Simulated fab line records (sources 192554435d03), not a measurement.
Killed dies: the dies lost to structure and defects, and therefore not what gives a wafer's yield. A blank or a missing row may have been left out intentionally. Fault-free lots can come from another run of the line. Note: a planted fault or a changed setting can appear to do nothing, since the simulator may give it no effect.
Chamber matching || flow n5Finfet || N5_BEOL_M0_SAQP_ETCH_84 on rieDiel-02: 4 sister chambers
The step etches SOC in N2/H2, target depth 100 nm, overetch 20 nm, time 150 s. 16 wafers are shown with their chamber, then 8 later ones without.

## WAFERS WITH THEIR CHAMBER
{"wafer": "L074.1", "chamber": 0, "showerheadPlenumPTorr (Torr)": 2.60, "throttleValvePct (%)": 17.66, "oesProductAu (a.u.)": 0.82}
{"wafer": "L074.3", "chamber": 1, "showerheadPlenumPTorr (Torr)": 2.67, "throttleValvePct (%)": 17.58, "oesProductAu (a.u.)": 0.68}
{"wafer": "L074.5", "chamber": 1, "showerheadPlenumPTorr (Torr)": 2.67, "throttleValvePct (%)": 17.61, "oesProductAu (a.u.)": 0.69}
{"wafer": "L076.2", "chamber": 3, "showerheadPlenumPTorr (Torr)": 2.48, "throttleValvePct (%)": 18.31, "oesProductAu (a.u.)": 0.75}
{"wafer": "L076.3", "chamber": 1, "showerheadPlenumPTorr (Torr)": 2.67, "throttleValvePct (%)": 17.60, "oesProductAu (a.u.)": 0.68}
{"wafer": "L076.5", "chamber": 1, "showerheadPlenumPTorr (Torr)": 2.67, "throttleValvePct (%)": 17.61, "oesProductAu (a.u.)": 0.68}
{"wafer": "L081.2", "chamber": 1, "showerheadPlenumPTorr (Torr)": 2.66, "throttleValvePct (%)": 17.62, "oesProductAu (a.u.)": 0.67}
{"wafer": "L081.4", "chamber": 2, "showerheadPlenumPTorr (Torr)": 2.47, "throttleValvePct (%)": 17.64, "oesProductAu (a.u.)": 0.73}
{"wafer": "L081.6", "chamber": 1, "showerheadPlenumPTorr (Torr)": 2.66, "throttleValvePct (%)": 17.60, "oesProductAu (a.u.)": 0.67}
{"wafer": "L082.1", "chamber": 1, "showerheadPlenumPTorr (Torr)": 2.66, "throttleValvePct (%)": 17.63, "oesProductAu (a.u.)": 0.67}
{"wafer": "L082.4", "chamber": 2, "showerheadPlenumPTorr (Torr)": 2.47, "throttleValvePct (%)": 17.66, "oesProductAu (a.u.)": 0.74}
{"wafer": "L082.6", "chamber": 0, "showerheadPlenumPTorr (Torr)": 2.59, "throttleValvePct (%)": 17.67, "oesProductAu (a.u.)": 0.79}
{"wafer": "L083.1", "chamber": 3, "showerheadPlenumPTorr (Torr)": 2.48, "throttleValvePct (%)": 18.36, "oesProductAu (a.u.)": 0.74}
{"wafer": "L083.2", "chamber": 1, "showerheadPlenumPTorr (Torr)": 2.66, "throttleValvePct (%)": 17.61, "oesProductAu (a.u.)": 0.67}
{"wafer": "L083.5", "chamber": 0, "showerheadPlenumPTorr (Torr)": 2.59, "throttleValvePct (%)": 17.69, "oesProductAu (a.u.)": 0.78}
{"wafer": "L084.2", "chamber": 1, "showerheadPlenumPTorr (Torr)": 2.66, "throttleValvePct (%)": 17.64, "oesProductAu (a.u.)": 0.67}

SIGNATURES (averages over the wafers above)
{"reading": "showerheadPlenumPTorr", "chamber 0": 2.5933, "chamber 1": 2.6644, "chamber 2": 2.4700, "chamber 3": 2.4800, "scatter within a chamber": 0.00491}
{"reading": "throttleValvePct", "chamber 0": 17.6733, "chamber 1": 17.6111, "chamber 2": 17.6500, "chamber 3": 18.3350, "scatter within a chamber": 0.0192}
{"reading": "oesProductAu", "chamber 0": 0.7967, "chamber 1": 0.6756, "chamber 2": 0.7350, "chamber 3": 0.7450, "scatter within a chamber": 0.0108}
Rule: for each reading, subtract the chamber's mean from the wafer's reading, divide by that reading's scatter and square the result; add these up over the readings and take the root, which gives the wafer's distance from the chamber. The wafer belongs to the nearest chamber; if the next one is less than 2 further off, it can't be placed. The scatter is the square root of a quotient: the sum, over the shown wafers, of each reading's squared deviation from its chamber's mean, divided by wafers minus chambers.

## WAFERS WITH NO CHAMBER GIVEN
{"wafer": "L084.4", "showerheadPlenumPTorr (Torr)": 2.59, "throttleValvePct (%)": 17.67, "oesProductAu (a.u.)": 0.79}
{"wafer": "L084.5", "showerheadPlenumPTorr (Torr)": 2.59, "throttleValvePct (%)": 17.67, "oesProductAu (a.u.)": 0.78}
{"wafer": "L086.2", "showerheadPlenumPTorr (Torr)": 2.47, "throttleValvePct (%)": 17.67, "oesProductAu (a.u.)": 0.73}
{"wafer": "L086.4", "showerheadPlenumPTorr (Torr)": 2.48, "throttleValvePct (%)": 18.33, "oesProductAu (a.u.)": 0.72}
{"wafer": "L086.5", "showerheadPlenumPTorr (Torr)": 2.66, "throttleValvePct (%)": 17.64, "oesProductAu (a.u.)": 0.67}
{"wafer": "L093.2", "showerheadPlenumPTorr (Torr)": 2.66, "throttleValvePct (%)": 17.67, "oesProductAu (a.u.)": 0.66}
{"wafer": "L093.4", "showerheadPlenumPTorr (Torr)": 2.58, "throttleValvePct (%)": 17.71, "oesProductAu (a.u.)": 0.77}
{"wafer": "L093.6", "showerheadPlenumPTorr (Torr)": 2.58, "throttleValvePct (%)": 17.72, "oesProductAu (a.u.)": 0.77}

## THE CHAMBER EACH PASSED THROUGH
{"wafer": "L084.4", "from the rows above": 0, "in truth": 0}
{"wafer": "L084.5", "from the rows above": 0, "in truth": 0}
{"wafer": "L086.2", "from the rows above": 2, "in truth": 2}
{"wafer": "L086.4", "from the rows above": 3, "in truth": 3}
{"wafer": "L086.5", "from the rows above": 1, "in truth": 1}
{"wafer": "L093.2", "from the rows above": 1, "in truth": 1}
{"wafer": "L093.4", "from the rows above": 0, "in truth": 0}
{"wafer": "L093.6", "from the rows above": 0, "in truth": 0}
Correct placement for 8 of the 8. Can't be placed from these rows: 0. Placed wrongly: 0.
